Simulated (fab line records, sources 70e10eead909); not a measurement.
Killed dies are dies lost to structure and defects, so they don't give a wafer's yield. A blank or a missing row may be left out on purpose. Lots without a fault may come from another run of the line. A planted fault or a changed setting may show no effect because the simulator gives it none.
Chamber matching | flow nand_harc | NHARC_A_SLIT_ETCH_29 on rie_diel-02: 4 sister chambers
The step etches the open film in CF4/O2, target depth 100 nm, overetch 10 nm, time 55 s. 4 wafers are shown with their chamber, then 8 later ones without.

WAFERS WITH THEIR CHAMBER
wafer  | chamber | drypump_motor_current_A (A)
L088.3 | 2       | 6.1
L085.2 | 1       | 6.2
L085.3 | 0       | 5.5
L091.4 | 3       | 6.0

WAFERS WITHOUT THEIR CHAMBER
wafer  | drypump_motor_current_A (A)
L091.5 | 6.0
L091.6 | 5.5
L092.3 | 5.5
L092.4 | 6.0
L092.6 | 6.1
L094.1 | 6.0
L094.2 | 5.4
L094.5 | 6.0

WHICH CHAMBER EACH WENT THROUGH
wafer  | from the rows above | in truth
L091.5 | 3                   | 3
L091.6 | 0                   | 0
L092.3 | 0                   | 0
L092.4 | 3                   | 3
L092.6 | 2                   | 2
L094.1 | 3                   | 3
L094.2 | 0                   | 0
L094.5 | 3                   | 3
Placed correctly: 8 of 8. Can't be placed from these rows: 0. Placed wrongly: 0.
How it was worked out, from the rows above alone: a wafer's distance from a chamber is the root of the sum, over the readings, of the square of ((its reading less the chamber's mean) divided by the reading's scatter). The wafer belongs to the nearest chamber; if the next one is less than 2 further off, it can't be placed. A chamber's mean is the mean of its shown wafers. The scatter: with one shown wafer a chamber, the root of the mean of the squares of how far each hidden wafer lies from its nearest shown one.
